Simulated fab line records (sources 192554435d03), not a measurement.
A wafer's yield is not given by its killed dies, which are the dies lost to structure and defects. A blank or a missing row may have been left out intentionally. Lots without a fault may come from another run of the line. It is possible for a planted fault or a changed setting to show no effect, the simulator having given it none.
fab line records || flow n5Finfet || part 2 of 2: steps 17 to 21 of 21
[record] {"lots": 5, "wafers": 15, "lastDay": 18}
route steps=1938 shown FIN_SAQP@119
lots that met no fault: from a run of the same line without faults
startH: hours from the record's opening day to when the first of the lot's shown wafers began || waitH: time in hours since the lot's previous step || " the same as in the row above || L1.1+2: a row that stands for several wafers || - no value, or no start given || * or withheld: withheld || < > ~ a bound
route shown NAME@n: names a module that has steps shown in the file, with the first one's number in the route || usual: average and standard deviation across the fault-free wafers || same: alike in all rows || chamber/n: place in a boat || sites: each site's reading || _std_site: the values' standard deviation || _edge_site: outer sites' mean less inner sites' || radiusMm: for every site, how far away it sits from the centre of the wafer || mask NAME#n: copy n || behind: the most recent tool/chamber to have shaped the wafer || hold: cause of the lot's hold/its duration in hours/its outcome || device: names the non-switching transistor (n, p or np) || end of line: the tests these same wafers got at the end of their route || step lacking rows: just its recipe || killed: at the first sort, the dies lost to defects and structure; wafer yield is something else || map: a wafer's dies, x killed, . not, _ none there
set.NAME: setting as actually run; set.NAME@STEP: the setting as run at that earlier step || model.NAME: the simulator's own value behind a step, which no gauge read
a table for each step, a row for each wafer; lots at some steps of the route
services: from which hour (startH, from the record's first day; less than 0 if before it) a tool's chamber was out of use, for how many hours, and why
[[steps]]
[step N5_FIN_SAQP_ETCH_67]
[recipe] {"chemistry": "CH3F/O2", "target": "SiNx", "targetDepthA": 300, "maskMaterial": "SOC", "pressureMtorr": 30, "sourceW": 395, "biasW": 73, "Ar_flow_sccm": 150, "CH3F_flow_sccm": 30, "O2_flow_sccm": 20, "ionEnergyEv": 120}
[usual] {"chamberPressureMTorr": "29.998/0.026", "drypumpMotorCurrentA": "5.6/0.53", "oesProductAu": "0.77/0.079", "rfVppV": "294/7.3", "showerheadPlenumPTorr": "2.04/0.045", "throttleValvePct": "16.4/0.31"}
{"lot.wafer": "L077.2", "tool": "rieDiel-02", "chamber": 2, "startH": 43.33, "waitH": 0.0, "chamberPressureMTorr": 30.055, "drypumpMotorCurrentA": 5.1, "oesProductAu": 0.76, "rfHoursCounterH": 147, "rfVppV": 293, "showerheadPlenumPTorr": 2.09, "throttleValvePct": 16.4}
{"lot.wafer": "L077.4", "tool": "rieDiel-02", "chamber": 1, "startH": 43.33, "waitH": 0.0, "chamberPressureMTorr": 30.001, "drypumpMotorCurrentA": 5.8, "oesProductAu": 0.83, "rfHoursCounterH": "-", "rfVppV": 296, "showerheadPlenumPTorr": 2.03, "throttleValvePct": 16.5}
{"lot.wafer": "L077.5", "tool": "rieDiel-02", "chamber": 2, "startH": 43.33, "waitH": 0.0, "chamberPressureMTorr": 29.972, "drypumpMotorCurrentA": 5.1, "oesProductAu": 0.76, "rfHoursCounterH": "-", "rfVppV": 291, "showerheadPlenumPTorr": 2.09, "throttleValvePct": 16.5}
{"lot.wafer": "L084.2", "tool": "rieDiel-02", "chamber": 1, "startH": 85.15, "waitH": 0.0, "chamberPressureMTorr": 29.975, "drypumpMotorCurrentA": 5.7, "oesProductAu": 0.80, "rfHoursCounterH": 101, "rfVppV": 299, "showerheadPlenumPTorr": 2.03, "throttleValvePct": 16.6}
{"lot.wafer": "L084.3", "tool": "rieDiel-02", "chamber": 3, "startH": 85.15, "waitH": 0.0, "chamberPressureMTorr": 30.045, "drypumpMotorCurrentA": 5.3, "oesProductAu": 0.70, "rfHoursCounterH": 216, "rfVppV": 284, "showerheadPlenumPTorr": 2.06, "throttleValvePct": 16.7}
{"lot.wafer": "L084.5", "tool": "rieDiel-02", "chamber": 0, "startH": 85.15, "waitH": 0.0, "chamberPressureMTorr": 30.006, "drypumpMotorCurrentA": 6.1, "oesProductAu": 0.72, "rfHoursCounterH": "-", "rfVppV": 305, "showerheadPlenumPTorr": 2.08, "throttleValvePct": 16.8}
{"lot.wafer": "L088.2", "tool": "rieDiel-02", "chamber": 3, "startH": 108.36, "waitH": 0.0, "chamberPressureMTorr": 30.000, "drypumpMotorCurrentA": 5.3, "oesProductAu": 0.68, "rfHoursCounterH": 224, "rfVppV": 284, "showerheadPlenumPTorr": 2.05, "throttleValvePct": 16.7}
{"lot.wafer": "L088.4", "tool": "rieDiel-02", "chamber": 2, "startH": 108.36, "waitH": 0.0, "chamberPressureMTorr": 29.935, "drypumpMotorCurrentA": 5.1, "oesProductAu": 0.74, "rfHoursCounterH": 169, "rfVppV": 293, "showerheadPlenumPTorr": 2.08, "throttleValvePct": 16.5}
{"lot.wafer": "L088.6", "tool": "rieDiel-02", "chamber": 3, "startH": 108.36, "waitH": 0.0, "chamberPressureMTorr": 30.004, "drypumpMotorCurrentA": 5.3, "oesProductAu": 0.68, "rfHoursCounterH": "-", "rfVppV": 283, "showerheadPlenumPTorr": 2.05, "throttleValvePct": 16.7}
{"lot.wafer": "L092.1", "tool": "rieDiel-02", "chamber": 1, "startH": 133.35, "waitH": 0.0, "chamberPressureMTorr": 29.984, "drypumpMotorCurrentA": 5.7, "oesProductAu": 0.79, "rfHoursCounterH": 119, "rfVppV": 296, "showerheadPlenumPTorr": 2.02, "throttleValvePct": 16.6}
{"lot.wafer": "L092.3", "tool": "rieDiel-02", "chamber": 3, "startH": 133.35, "waitH": 0.0, "chamberPressureMTorr": 29.982, "drypumpMotorCurrentA": 5.3, "oesProductAu": 0.68, "rfHoursCounterH": 234, "rfVppV": 284, "showerheadPlenumPTorr": 2.05, "throttleValvePct": 16.7}
{"lot.wafer": "L092.5", "tool": "rieDiel-02", "chamber": 2, "startH": 133.35, "waitH": 0.0, "chamberPressureMTorr": 29.966, "drypumpMotorCurrentA": 5.1, "oesProductAu": 0.73, "rfHoursCounterH": "-", "rfVppV": 293, "showerheadPlenumPTorr": 2.08, "throttleValvePct": 16.5}
{"lot.wafer": "L095.3", "tool": "rieDiel-05", "chamber": 3, "startH": 150.92, "waitH": 0.0, "chamberPressureMTorr": 29.984, "drypumpMotorCurrentA": 5.6, "oesProductAu": 0.70, "rfHoursCounterH": 225, "rfVppV": 302, "showerheadPlenumPTorr": 2.05, "throttleValvePct": 16.4}
{"lot.wafer": "L095.5", "tool": "rieDiel-05", "chamber": 3, "startH": 150.92, "waitH": 0.0, "chamberPressureMTorr": 29.995, "drypumpMotorCurrentA": 5.6, "oesProductAu": 0.71, "rfHoursCounterH": "-", "rfVppV": 299, "showerheadPlenumPTorr": 2.05, "throttleValvePct": 16.4}
{"lot.wafer": "L095.6", "tool": "rieDiel-05", "chamber": 2, "startH": 150.92, "waitH": 0.0, "chamberPressureMTorr": 30.011, "drypumpMotorCurrentA": 6.0, "oesProductAu": 0.85, "rfHoursCounterH": "-", "rfVppV": 281, "showerheadPlenumPTorr": 1.96, "throttleValvePct": 16.1}
[step N5_FIN_SAQP_STRIP_70]
[recipe] {"chemistry": "N2/H2", "powerW": 500, "tempC": 40, "pressureMtorr": 50, "rfFrequencyHz": 6e+07, "overashFraction": 0.3, "biasPowerW": 28, "h2Frac": 0.5, "n2FlowSccm": 300, "h2FlowSccm": 300}
[usual] {"chamberPressureMTorr": "50.00/0.046", "drypumpMotorCurrentA": "5.6/0.53", "h2FlowSccm": "299.9/0.82", "oesProductAu": "0.78/0.085", "rfVppV": "122.2/0.87", "showerheadPlenumPTorr": "3.42/0.081", "throttleValvePct": "19.0/0.49"}
{"lot.wafer": "L077.2", "tool": "rieDiel-02", "chamber": 2, "startH": 43.37, "waitH": 0.0, "chamberPressureMTorr": 50.00, "drypumpMotorCurrentA": 5.1, "h2FlowSccm": 300.0, "oesProductAu": 0.74, "rfHoursCounterH": 147, "rfVppV": 123.5, "showerheadPlenumPTorr": 3.53, "throttleValvePct": 20.0}
{"lot.wafer": "L077.4", "tool": "rieDiel-02", "chamber": 1, "startH": 43.37, "waitH": 0.0, "chamberPressureMTorr": 49.92, "drypumpMotorCurrentA": 5.7, "h2FlowSccm": 299.9, "oesProductAu": 0.82, "rfHoursCounterH": "-", "rfVppV": 121.7, "showerheadPlenumPTorr": 3.41, "throttleValvePct": 19.5}
{"lot.wafer": "L077.5", "tool": "rieDiel-02", "chamber": 2, "startH": 43.37, "waitH": 0.0, "chamberPressureMTorr": 49.97, "drypumpMotorCurrentA": 5.1, "h2FlowSccm": 299.2, "oesProductAu": 0.74, "rfHoursCounterH": "-", "rfVppV": 123.9, "showerheadPlenumPTorr": 3.53, "throttleValvePct": 20.0}
{"lot.wafer": "L084.2", "tool": "rieDiel-02", "chamber": 1, "startH": 85.19, "waitH": 0.0, "chamberPressureMTorr": 50.06, "drypumpMotorCurrentA": 5.8, "h2FlowSccm": 299.1, "oesProductAu": 0.80, "rfHoursCounterH": 101, "rfVppV": 121.9, "showerheadPlenumPTorr": 3.40, "throttleValvePct": 19.5}
{"lot.wafer": "L084.3", "tool": "rieDiel-02", "chamber": 3, "startH": 85.19, "waitH": 0.0, "chamberPressureMTorr": 50.08, "drypumpMotorCurrentA": 5.3, "h2FlowSccm": 300.2, "oesProductAu": 0.69, "rfHoursCounterH": 216, "rfVppV": 123.3, "showerheadPlenumPTorr": 3.45, "throttleValvePct": 19.0}
{"lot.wafer": "L084.5", "tool": "rieDiel-02", "chamber": 0, "startH": 85.19, "waitH": 0.0, "chamberPressureMTorr": 49.98, "drypumpMotorCurrentA": 6.2, "h2FlowSccm": 299.8, "oesProductAu": 0.72, "rfHoursCounterH": "-", "rfVppV": 122.5, "showerheadPlenumPTorr": 3.48, "throttleValvePct": 19.1}
{"lot.wafer": "L088.2", "tool": "rieDiel-02", "chamber": 3, "startH": 108.40, "waitH": 0.0, "chamberPressureMTorr": 49.99, "drypumpMotorCurrentA": 5.3, "h2FlowSccm": 299.2, "oesProductAu": 0.68, "rfHoursCounterH": 224, "rfVppV": 122.3, "showerheadPlenumPTorr": 3.44, "throttleValvePct": 19.0}
{"lot.wafer": "L088.4", "tool": "rieDiel-02", "chamber": 2, "startH": 108.40, "waitH": 0.0, "chamberPressureMTorr": 50.00, "drypumpMotorCurrentA": 5.1, "h2FlowSccm": 300.3, "oesProductAu": 0.72, "rfHoursCounterH": 169, "rfVppV": 123.2, "showerheadPlenumPTorr": 3.52, "throttleValvePct": 20.0}
{"lot.wafer": "L088.6", "tool": "rieDiel-02", "chamber": 3, "startH": 108.40, "waitH": 0.0, "chamberPressureMTorr": 49.97, "drypumpMotorCurrentA": 5.3, "h2FlowSccm": 301.1, "oesProductAu": 0.68, "rfHoursCounterH": "-", "rfVppV": 122.7, "showerheadPlenumPTorr": 3.44, "throttleValvePct": 19.0}
{"lot.wafer": "L092.1", "tool": "rieDiel-02", "chamber": 1, "startH": 133.39, "waitH": 0.0, "chamberPressureMTorr": 49.97, "drypumpMotorCurrentA": 5.7, "h2FlowSccm": 301.4, "oesProductAu": 0.78, "rfHoursCounterH": 119, "rfVppV": 122.5, "showerheadPlenumPTorr": 3.39, "throttleValvePct": 19.5}
{"lot.wafer": "L092.3", "tool": "rieDiel-02", "chamber": 3, "startH": 133.39, "waitH": 0.0, "chamberPressureMTorr": 49.97, "drypumpMotorCurrentA": 5.3, "h2FlowSccm": 300.7, "oesProductAu": 0.68, "rfHoursCounterH": 234, "rfVppV": 121.2, "showerheadPlenumPTorr": 3.44, "throttleValvePct": 19.1}
{"lot.wafer": "L092.5", "tool": "rieDiel-02", "chamber": 2, "startH": 133.39, "waitH": 0.0, "chamberPressureMTorr": 50.04, "drypumpMotorCurrentA": 5.1, "h2FlowSccm": 298.3, "oesProductAu": 0.71, "rfHoursCounterH": "-", "rfVppV": 123.6, "showerheadPlenumPTorr": 3.51, "throttleValvePct": 20.0}
{"lot.wafer": "L095.3", "tool": "rieDiel-05", "chamber": 3, "startH": 150.96, "waitH": 0.0, "chamberPressureMTorr": 50.00, "drypumpMotorCurrentA": 5.6, "h2FlowSccm": 300.7, "oesProductAu": 0.70, "rfHoursCounterH": 225, "rfVppV": 121.4, "showerheadPlenumPTorr": 3.44, "throttleValvePct": 18.7}
{"lot.wafer": "L095.5", "tool": "rieDiel-05", "chamber": 3, "startH": 150.96, "waitH": 0.0, "chamberPressureMTorr": 50.04, "drypumpMotorCurrentA": 5.6, "h2FlowSccm": 300.8, "oesProductAu": 0.71, "rfHoursCounterH": "-", "rfVppV": 122.7, "showerheadPlenumPTorr": 3.44, "throttleValvePct": 18.7}
{"lot.wafer": "L095.6", "tool": "rieDiel-05", "chamber": 2, "startH": 150.96, "waitH": 0.0, "chamberPressureMTorr": 49.92, "drypumpMotorCurrentA": 5.9, "h2FlowSccm": 300.6, "oesProductAu": 0.86, "rfHoursCounterH": "-", "rfVppV": 120.7, "showerheadPlenumPTorr": 3.27, "throttleValvePct": 18.3}
[step N5_FIN_SAQP_RECESS_71]
[recipe] {"chemistry": "HF/NH3", "target": "SiO2", "targetDepthA": 30, "afsCycles": 1, "tempC": 30, "sublimationTempC": 180, "sublimationTimeS": 60}
[usual] {"drypumpMotorCurrentA": "5.67/0.28"}
{"lot.wafer": "L077.2", "tool": "vaporEtch-02", "chamber": 0, "startH": 43.43, "waitH": 0.0, "drypumpMotorCurrentA": 5.23}
{"lot.wafer": "L077.4", "tool": "vaporEtch-02", "chamber": 1, "startH": 43.43, "waitH": 0.0, "drypumpMotorCurrentA": 5.94}
{"lot.wafer": "L077.5", "tool": "vaporEtch-02", "chamber": 1, "startH": 43.43, "waitH": 0.0, "drypumpMotorCurrentA": 5.95}
{"lot.wafer": "L084.2", "tool": "vaporEtch-02", "chamber": 0, "startH": 85.25, "waitH": 0.0, "drypumpMotorCurrentA": 5.27}
{"lot.wafer": "L084.3", "tool": "vaporEtch-02", "chamber": 0, "startH": 85.25, "waitH": 0.0, "drypumpMotorCurrentA": 5.25}
{"lot.wafer": "L084.5", "tool": "vaporEtch-02", "chamber": 1, "startH": 85.25, "waitH": 0.0, "drypumpMotorCurrentA": 5.96}
{"lot.wafer": "L088.2", "tool": "vaporEtch-02", "chamber": 1, "startH": 108.47, "waitH": 0.0, "drypumpMotorCurrentA": 5.97}
{"lot.wafer": "L088.4", "tool": "vaporEtch-02", "chamber": 1, "startH": 108.47, "waitH": 0.0, "drypumpMotorCurrentA": 5.94}
{"lot.wafer": "L088.6", "tool": "vaporEtch-02", "chamber": 1, "startH": 108.47, "waitH": 0.0, "drypumpMotorCurrentA": 5.94}
{"lot.wafer": "L092.1", "tool": "vaporEtch-01", "chamber": 1, "startH": 133.45, "waitH": 0.0, "drypumpMotorCurrentA": 5.81}
{"lot.wafer": "L092.3", "tool": "vaporEtch-01", "chamber": 0, "startH": 133.45, "waitH": 0.0, "drypumpMotorCurrentA": 5.80}
{"lot.wafer": "L092.5", "tool": "vaporEtch-01", "chamber": 1, "startH": 133.45, "waitH": 0.0, "drypumpMotorCurrentA": 5.81}
{"lot.wafer": "L095.3", "tool": "vaporEtch-02", "chamber": 0, "startH": 151.06, "waitH": 0.1, "drypumpMotorCurrentA": 5.24}
{"lot.wafer": "L095.5", "tool": "vaporEtch-02", "chamber": 0, "startH": 151.06, "waitH": 0.1, "drypumpMotorCurrentA": 5.24}
{"lot.wafer": "L095.6", "tool": "vaporEtch-02", "chamber": 1, "startH": 151.06, "waitH": 0.1, "drypumpMotorCurrentA": 5.97}
[step N5_FIN_SAQP_SPACER2_ALD_28]
[recipe] {"material": "SiO2", "targetThkA": 81, "tempC": 300, "aldPrecursorFamily": "BDEAS", "aldCoReactant": "O2-plasma", "pulseTimeS": 1, "purgeTimeS": 2, "coReactantPurgeTimeS": 2, "pressureTorr": 2}
[usual] {"heaterPowerW": "472/47", "precursorPulseHeightRel": "0.998/0.021"}
[same] {"coReactantPurgeTimeS": 2}
{"lot.wafer": "L077.2", "tool": "aldSin-03", "chamber": 2, "startH": 43.80, "waitH": 0.3, "heaterPowerW": 545, "precursorPulseHeightRel": 0.988}
{"lot.wafer": "L077.4", "tool": "aldSin-03", "chamber": 0, "startH": 43.80, "waitH": 0.3, "heaterPowerW": 559, "precursorPulseHeightRel": 1.004}
{"lot.wafer": "L077.5", "tool": "aldSin-03", "chamber": 3, "startH": 43.80, "waitH": 0.3, "heaterPowerW": 385, "precursorPulseHeightRel": 1.016}
{"lot.wafer": "L084.2", "tool": "aldSin-03", "chamber": 3, "startH": 85.39, "waitH": 0.1, "heaterPowerW": 394, "precursorPulseHeightRel": 1.007}
{"lot.wafer": "L084.3", "tool": "aldSin-03", "chamber": 1, "startH": 85.39, "waitH": 0.1, "heaterPowerW": 434, "precursorPulseHeightRel": 1.027}
{"lot.wafer": "L084.5", "tool": "aldSin-03", "chamber": 2, "startH": 85.39, "waitH": 0.1, "heaterPowerW": 521, "precursorPulseHeightRel": 0.998}
{"lot.wafer": "L088.2", "tool": "aldSin-02", "chamber": 2, "startH": 108.61, "waitH": 0.1, "heaterPowerW": 468, "precursorPulseHeightRel": 0.983}
{"lot.wafer": "L088.4", "tool": "aldSin-02", "chamber": 3, "startH": 108.61, "waitH": 0.1, "heaterPowerW": 523, "precursorPulseHeightRel": 0.980}
{"lot.wafer": "L088.6", "tool": "aldSin-02", "chamber": 1, "startH": 108.61, "waitH": 0.1, "heaterPowerW": 467, "precursorPulseHeightRel": 0.973}
{"lot.wafer": "L092.1", "tool": "aldSin-03", "chamber": 0, "startH": 133.59, "waitH": 0.1, "heaterPowerW": 560, "precursorPulseHeightRel": 1.006}
{"lot.wafer": "L092.3", "tool": "aldSin-03", "chamber": 2, "startH": 133.59, "waitH": 0.1, "heaterPowerW": 526, "precursorPulseHeightRel": 0.987}
{"lot.wafer": "L092.5", "tool": "aldSin-03", "chamber": 2, "startH": 133.59, "waitH": 0.1, "heaterPowerW": 536, "precursorPulseHeightRel": 0.963}
{"lot.wafer": "L095.3", "tool": "aldSin-03", "chamber": 1, "startH": 151.17, "waitH": 0.1, "heaterPowerW": 436, "precursorPulseHeightRel": 1.029}
{"lot.wafer": "L095.5", "tool": "aldSin-03", "chamber": 1, "startH": 151.17, "waitH": 0.1, "heaterPowerW": 434, "precursorPulseHeightRel": 0.928}
{"lot.wafer": "L095.6", "tool": "aldSin-03", "chamber": 0, "startH": 151.17, "waitH": 0.1, "heaterPowerW": 559, "precursorPulseHeightRel": 0.981}
[step N5_FIN_SAQP_SPACER2_ETCHBACK_29]
[recipe] {"chemistry": "CHF3/O2", "mode": "anisotropicEtchback", "target": "SiO2", "targetDepthA": 122, "timeS": 6.1, "pressureMtorr": 30, "sourceW": 650, "biasW": 170, "Ar_flow_sccm": 200, "CHF3_flow_sccm": 50, "O2_flow_sccm": 5, "ionEnergyEv": 200}
[usual] {"chamberPressureMTorr": "30.00/0.031", "drypumpMotorCurrentA": "5.6/0.5", "oesProductAu": "0.76/0.074", "rfVppV": "519/13", "showerheadPlenumPTorr": "2.46/0.047", "throttleValvePct": "18.94/0.28"}
{"lot.wafer": "L077.2", "tool": "rieDiel-02", "chamber": 0, "startH": 44.13, "waitH": 0.2, "chamberPressureMTorr": 30.06, "drypumpMotorCurrentA": 6.2, "oesProductAu": 0.74, "rfHoursCounterH": 170, "rfVppV": 538, "showerheadPlenumPTorr": 2.50, "throttleValvePct": 19.26}
{"lot.wafer": "L077.4", "tool": "rieDiel-02", "chamber": 0, "startH": 44.13, "waitH": 0.2, "chamberPressureMTorr": 29.99, "drypumpMotorCurrentA": 6.2, "oesProductAu": 0.74, "rfHoursCounterH": "-", "rfVppV": 539, "showerheadPlenumPTorr": 2.50, "throttleValvePct": 19.26}
{"lot.wafer": "L077.5", "tool": "rieDiel-02", "chamber": 2, "startH": 44.13, "waitH": 0.2, "chamberPressureMTorr": 30.01, "drypumpMotorCurrentA": 5.1, "oesProductAu": 0.76, "rfHoursCounterH": "-", "rfVppV": 516, "showerheadPlenumPTorr": 2.51, "throttleValvePct": 19.00}
{"lot.wafer": "L084.2", "tool": "rieDiel-02", "chamber": 2, "startH": 85.72, "waitH": 0.2, "chamberPressureMTorr": 30.01, "drypumpMotorCurrentA": 5.1, "oesProductAu": 0.75, "rfHoursCounterH": 161, "rfVppV": 516, "showerheadPlenumPTorr": 2.50, "throttleValvePct": 19.00}
{"lot.wafer": "L084.3", "tool": "rieDiel-02", "chamber": 1, "startH": 85.72, "waitH": 0.2, "chamberPressureMTorr": 30.00, "drypumpMotorCurrentA": 5.7, "oesProductAu": 0.80, "rfHoursCounterH": 101, "rfVppV": 522, "showerheadPlenumPTorr": 2.43, "throttleValvePct": 19.06}
{"lot.wafer": "L084.5", "tool": "rieDiel-02", "chamber": 2, "startH": 85.72, "waitH": 0.2, "chamberPressureMTorr": 30.02, "drypumpMotorCurrentA": 5.1, "oesProductAu": 0.75, "rfHoursCounterH": "-", "rfVppV": 518, "showerheadPlenumPTorr": 2.51, "throttleValvePct": 19.01}
{"lot.wafer": "L088.2", "tool": "rieDiel-06", "chamber": 2, "startH": 108.94, "waitH": 0.2, "chamberPressureMTorr": 30.01, "drypumpMotorCurrentA": 5.4, "oesProductAu": 0.68, "rfHoursCounterH": 239, "rfVppV": 531, "showerheadPlenumPTorr": 2.45, "throttleValvePct": 18.99}
{"lot.wafer": "L088.4", "tool": "rieDiel-06", "chamber": 0, "startH": 108.94, "waitH": 0.2, "chamberPressureMTorr": 30.03, "drypumpMotorCurrentA": 5.3, "oesProductAu": 0.75, "rfHoursCounterH": 154, "rfVppV": 505, "showerheadPlenumPTorr": 2.51, "throttleValvePct": 19.10}
{"lot.wafer": "L088.6", "tool": "rieDiel-06", "chamber": 0, "startH": 108.94, "waitH": 0.2, "chamberPressureMTorr": 30.00, "drypumpMotorCurrentA": 5.3, "oesProductAu": 0.75, "rfHoursCounterH": "-", "rfVppV": 506, "showerheadPlenumPTorr": 2.51, "throttleValvePct": 19.11}
{"lot.wafer": "L092.1", "tool": "rieDiel-02", "chamber": 0, "startH": 133.92, "waitH": 0.2, "chamberPressureMTorr": 30.05, "drypumpMotorCurrentA": 6.2, "oesProductAu": 0.70, "rfHoursCounterH": 203, "rfVppV": 539, "showerheadPlenumPTorr": 2.49, "throttleValvePct": 19.30}
{"lot.wafer": "L092.3", "tool": "rieDiel-02", "chamber": 3, "startH": 133.92, "waitH": 0.2, "chamberPressureMTorr": 30.02, "drypumpMotorCurrentA": 5.3, "oesProductAu": 0.68, "rfHoursCounterH": 234, "rfVppV": 500, "showerheadPlenumPTorr": 2.46, "throttleValvePct": 19.21}
{"lot.wafer": "L092.5", "tool": "rieDiel-02", "chamber": 3, "startH": 133.92, "waitH": 0.2, "chamberPressureMTorr": 30.06, "drypumpMotorCurrentA": 5.3, "oesProductAu": 0.68, "rfHoursCounterH": "-", "rfVppV": 499, "showerheadPlenumPTorr": 2.46, "throttleValvePct": 19.21}
{"lot.wafer": "L095.3", "tool": "rieDiel-05", "chamber": 3, "startH": 151.49, "waitH": 0.2, "chamberPressureMTorr": 29.99, "drypumpMotorCurrentA": 5.6, "oesProductAu": 0.71, "rfHoursCounterH": 225, "rfVppV": 529, "showerheadPlenumPTorr": 2.47, "throttleValvePct": 18.88}
{"lot.wafer": "L095.5", "tool": "rieDiel-05", "chamber": 1, "startH": 151.49, "waitH": 0.2, "chamberPressureMTorr": 30.01, "drypumpMotorCurrentA": 4.9, "oesProductAu": 0.69, "rfHoursCounterH": "-", "rfVppV": 512, "showerheadPlenumPTorr": 2.43, "throttleValvePct": 18.83}
{"lot.wafer": "L095.6", "tool": "rieDiel-05", "chamber": 2, "startH": 151.49, "waitH": 0.2, "chamberPressureMTorr": 29.99, "drypumpMotorCurrentA": 5.9, "oesProductAu": 0.85, "rfHoursCounterH": "-", "rfVppV": 497, "showerheadPlenumPTorr": 2.37, "throttleValvePct": 18.71}
[[services]]
{"tool": "rieDiel-02", "chamber": 3, "startH": 24.79, "hours": 6.3, "kind": "repair"}
{"tool": "vaporEtch-01", "chamber": 0, "startH": 32.22, "hours": 18.8, "kind": "repair"}
{"tool": "rieDiel-05", "chamber": 3, "startH": 39.99, "hours": 7.1, "kind": "repair"}
{"tool": "rieDiel-02", "chamber": 3, "startH": 42.32, "hours": 4.4, "kind": "repair"}
{"tool": "rieDiel-06", "chamber": "-", "startH": 46.53, "hours": 2.8, "kind": "pm"}
{"tool": "rieDiel-06", "chamber": 3, "startH": 61.57, "hours": "-", "kind": "clean"}
{"tool": "rieDiel-06", "chamber": 3, "startH": 61.57, "hours": "-", "kind": "consumableReplace:focusRing"}
{"tool": "rieDiel-06", "chamber": 3, "startH": 61.57, "hours": 14.3, "kind": "scheduledDown"}
{"tool": "rieDiel-06", "chamber": 3, "startH": 61.57, "hours": 14.3, "kind": "ventCycle"}
{"tool": "vaporEtch-01", "chamber": "-", "startH": 62.01, "hours": 0.3, "kind": "repair"}
{"tool": "aldSin-02", "chamber": "-", "startH": 62.02, "hours": 2.1, "kind": "repair"}
{"tool": "aldSin-01", "chamber": "-", "startH": 62.04, "hours": 2.5, "kind": "repair"}
{"tool": "aldSin-03", "chamber": 0, "startH": 79.03, "hours": 7.5, "kind": "repair"}
{"tool": "aldSin-02", "chamber": "-", "startH": 85.49, "hours": 14.0, "kind": "pm"}
{"tool": "rieDiel-06", "chamber": 3, "startH": 89.22, "hours": 5.0, "kind": "repair"}
{"tool": "aldSin-03", "chamber": 3, "startH": 101.49, "hours": 2.7, "kind": "repair"}
{"tool": "rieSi-03", "chamber": 2, "startH": 105.92, "hours": 3.8, "kind": "repair"}
{"tool": "aldSin-01", "chamber": "-", "startH": 112.61, "hours": 0.8, "kind": "repair"}
{"tool": "rieDiel-05", "chamber": 1, "startH": 121.32, "hours": 1.8, "kind": "repair"}
{"tool": "rieSi-03", "chamber": 2, "startH": 123.05, "hours": "-", "kind": "clean"}
{"tool": "rieSi-03", "chamber": 2, "startH": 123.05, "hours": 16.0, "kind": "scheduledDown"}
{"tool": "rieSi-03", "chamber": 2, "startH": 123.05, "hours": 16.0, "kind": "ventCycle"}
{"tool": "rieDiel-06", "chamber": 2, "startH": 144.60, "hours": "-", "kind": "clean"}
{"tool": "rieDiel-06", "chamber": 2, "startH": 144.60, "hours": "-", "kind": "consumableReplace:focusRing"}
